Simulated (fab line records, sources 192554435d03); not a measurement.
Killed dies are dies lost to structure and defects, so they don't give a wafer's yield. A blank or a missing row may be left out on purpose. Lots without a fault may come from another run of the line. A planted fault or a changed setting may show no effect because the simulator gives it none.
A struck lot beside a sound one | flow n5_finfet | 44 steps out of a route of 1938
Sound: wafers L821.2, L821.4, L821.5. Struck: wafers L824.1, L824.6. The cause comes at the end.
At each step with rows: each side's tool, then ch and its chambers, then its first start. Under that, the readings that differ: sound wafers | struck wafers | difference of the means | sigmas: that difference in standard deviations of wafers without a fault.
alike: readings whose means differ by less than 2 such deviations, and words and numbers that are the same on both sides. not compared: withheld readings, readings that some wafer has no value for, bounds like >300 that may hide the same value, and numbers for which the record gives no deviation and whose values overlap.
The two part at a step that has a row with sigmas, a row that says differs or no value, or rows on one side only. Numbers that don't overlap but have no deviation are shown without sigmas and don't part them. A reading that every wafer of one side lacks parts them only if that side has two wafers or more.

first, 6 steps without rows for these wafers: N5_BEOL_M3_COAT_05 (resist thk 30 nm); N5_BEOL_M3_EBR_07; N5_BEOL_M3_SOFTBAKE_06 (time 60 s); N5_BEOL_M3_EXPOSE_08 (exposes mask M3); N5_BEOL_M3_PEB_09 (peb time 60 s); N5_BEOL_M3_DEVELOP_10 (develop time 30 s).
N5_BEOL_M3_CD_MEAS_11: target cd 17.05 nm.
  sound on cd_sem-01 ch 0, day 11 01:14; struck on cd_sem-01 ch 0, day 11 22:53
  alike: cd_nm
N5_BEOL_M3_OVL_MEAS_12:
  sound on overlay-02 ch 0, day 11 01:16; struck on overlay-01 ch 0, day 11 22:55
  alike: M3_OVL
N5_BEOL_M3_INSPECT_13: inspects for defects (brightfield).
  sound on defect_inspect-02, day 11 01:19; struck on defect_inspect-02, day 11 22:58
  alike: raw_defect_count
then, 2 steps without rows for these wafers: N5_BEOL_M3_DESCUM_16 (chemistry O2, time 7 s); N5_BEOL_M3_ETCH_74 (etches underlayer in N2/H2, target depth 6.5 nm, time 5.2 s).
N5_BEOL_M3_ETCH_63: etches SiARC in CF4, target depth 15.6 nm, time 26 s.
  sound on rie_diel-06 ch 0,2, day 11 01:30; struck on rie_diel-05 ch 0,2, day 11 23:44
  alike: bias_w, drypump_motor_current_A, etch_rf_on_time_s, oes_product_au, rf_vpp_V, showerhead_plenum_p_Torr, throttle_valve_pct
  not compared: rf_hours_counter_h
N5_BEOL_M3_ETCH_64: etches SOC in N2/H2, target depth 75 nm, overetch 15 nm, time 112.5 s.
  sound on rie_diel-06 ch 0,2, day 11 01:31; struck on rie_diel-05 ch 0,2, day 11 23:46
  reading                                    | sound       | struck    | difference | sigmas
  model.SiARC_of_BEOL_M3_COAT_62.thk_nm (nm) | 7 6.6 7     | 8.6 8.6   | +1.7       |
  model.BEOL_M3.cd_offset_nm (nm)            | 0.4 0.2 0.4 | -0.6 -0.8 | -1.0       |
  alike: bias_w, drypump_motor_current_A, oes_product_au, rf_vpp_V, showerhead_plenum_p_Torr, throttle_valve_pct
  not compared: rf_hours_counter_h
then, 2 steps without rows for these wafers: N5_BEOL_M3_STRIP_65 (strips in N2/H2); N5_BEOL_M3_STRIP_75 (strips in N2/H2).
N5_BEOL_M3_STRIP_66: strips in CF4.
  sound on rie_diel-06 ch 0,2, day 11 01:39; struck on rie_diel-05 ch 0,2, day 11 23:53
  alike: bias_power_w, drypump_motor_current_A, oes_product_au, rf_vpp_V, showerhead_plenum_p_Torr, throttle_valve_pct
  not compared: rf_hours_counter_h
N5_BEOL_M3_HM_OPEN_17: chemistry Cl2/BCl3, target TiN, target depth 20 nm, overetch 6 nm.
  sound on rie_metal-02 ch 0,1, day 11 01:41; struck on rie_metal-02 ch 0, day 11 23:56
  reading                         | sound   | struck  | difference | sigmas
  model.BEOL_M3.cd_offset_nm (nm) | 0 0 0.2 | -0.6 -1 | -0.9       |
  alike: bias_w, drypump_motor_current_A, mfc_cl2_sccm, oes_product_au, throttle_valve_pct
  not compared: rf_hours_counter_h
then, 1 step without rows for these wafers: N5_BEOL_M3_STRIP_19 (strips in O2).
N5_BEOL_M3_CD_MEAS_18: pitch 36 nm, target cd 18 nm.
  sound on cd_sem-01, day 11 01:58; struck on cd_sem-01, day 12 00:25
  reading    | sound          | struck    | difference | sigmas
  cd_nm (nm) | 18.2 17.8 18.5 | 17.5 16.8 | -1.0       | -3
then, 9 steps without rows for these wafers: N5_BEOL_M3_COAT_67 (time 60 s, resist thk 60 nm); N5_BEOL_M3_COAT_68 (time 60 s, resist thk 12 nm); N5_BEOL_M3_COAT_76 (time 60 s, resist thk 5 nm); N5_BEOL_M3_COAT_22 (resist thk 30 nm); N5_BEOL_M3_EBR_24; N5_BEOL_M3_SOFTBAKE_23 (time 60 s); N5_BEOL_M3_EXPOSE_25 (exposes mask V2, defocus 5 nm); N5_BEOL_M3_PEB_26 (peb time 60 s); N5_BEOL_M3_DEVELOP_27 (develop time 30 s).
N5_BEOL_M3_CD_MEAS_28: target cd 25.7 nm, target cd y 23.3 nm.
  sound on cd_sem-01 ch 0, day 11 02:25; struck on cd_sem-02 ch 0, day 12 00:44
  alike: cd_nm
N5_BEOL_M3_OVL_MEAS_29:
  sound on overlay-02 ch 0, day 11 02:27; struck on overlay-01 ch 0, day 12 00:47
  alike: V2_OVL
N5_BEOL_M3_INSPECT_30: inspects for defects (brightfield).
  sound on defect_inspect-01, day 11 02:30; struck on defect_inspect-01, day 12 00:50
  alike: raw_defect_count
then, 1 step without rows for these wafers: N5_BEOL_M3_DESCUM_33 (chemistry O2, time 7 s).
N5_BEOL_M3_ETCH_77: etches underlayer in N2/H2, target depth 6.5 nm, time 5.2 s.
  sound on rie_diel-05 ch 0,1,2, day 11 02:35; struck on rie_diel-03 ch 0,3, day 12 00:55
  reading    | sound             | struck      | difference | sigmas
  bias_w (W) | 149.8 150.1 150.7 | 149.2 149.3 | -0.9       | -2
  alike: drypump_motor_current_A, etch_rf_on_time_s, oes_product_au, rf_vpp_V, showerhead_plenum_p_Torr, throttle_valve_pct
  not compared: rf_hours_counter_h
then, 1 step without rows for these wafers: N5_BEOL_M3_ETCH_69 (etches SiARC in CF4, target depth 15.6 nm, time 26 s).
N5_BEOL_M3_ALD_98: deposits SiO2, target thk 2.5 nm, pulse time 1 s, co reactant pulse time 1 s.
  sound on ald_sin-03 ch 2,3, day 11 03:02; struck on ald_sin-02 ch 1, day 12 01:01
  alike: heater_power_w, precursor_pulse_height_rel
then, 6 steps without rows for these wafers: N5_BEOL_M3_ETCHBACK_99 (etches SiO2 in CHF3, target depth 5 nm, time 10.4 s); N5_BEOL_M3_ETCH_70 (etches SOC in N2/H2, target depth 80 nm, overetch 16 nm, time 120 s); N5_BEOL_M3_STRIP_71 (strips in N2/H2); N5_BEOL_M3_STRIP_78 (strips in N2/H2); N5_BEOL_M3_VIA_ETCH_34 (etches the open film in C4F6/O2, target depth 69.4 nm, time 65.9 s); N5_BEOL_M3_STRIP_83 (strips in C4F6/O2).
N5_BEOL_M3_STRIP_36: strips in N2/H2.
  sound on rie_diel-03 ch 0,1,2, day 11 05:38; struck on rie_diel-03 ch 0,2, day 12 03:26
  alike: bias_power_w, drypump_motor_current_A, oes_product_au, rf_vpp_V, showerhead_plenum_p_Torr, throttle_valve_pct
  not compared: rf_hours_counter_h
N5_BEOL_M3_OCD_MEAS_38:
  sound on ocd-01, day 11 05:50; struck on ocd-02, day 12 03:38
  reading              | sound          | struck    | difference | sigmas
  trench_depth_nm (nm) | 53.3 56.3 56.5 | 44.1 48.3 | -9.2       | -9
N5_BEOL_M4_RC_MEAS_101:
  sound on prober-02 ch 0, day 12 05:01; struck on prober-02 ch 0, day 12 15:43
  alike: DIBL_N, DIBL_P, IOFF_N, IOFF_P, ION_N, ION_P, SS_N, SS_P, VT_N, VT_P
  not compared: CHAIN_V2_max_site, CHAIN_V3_max_site

WHERE THEY PART
First at N5_BEOL_M3_CD_MEAS_18; last, within this record, at N5_BEOL_M3_OCD_MEAS_38. Later steps at which nothing parts them and some readings are alike: N5_BEOL_M4_RC_MEAS_101.

WHY: what the simulator had put in
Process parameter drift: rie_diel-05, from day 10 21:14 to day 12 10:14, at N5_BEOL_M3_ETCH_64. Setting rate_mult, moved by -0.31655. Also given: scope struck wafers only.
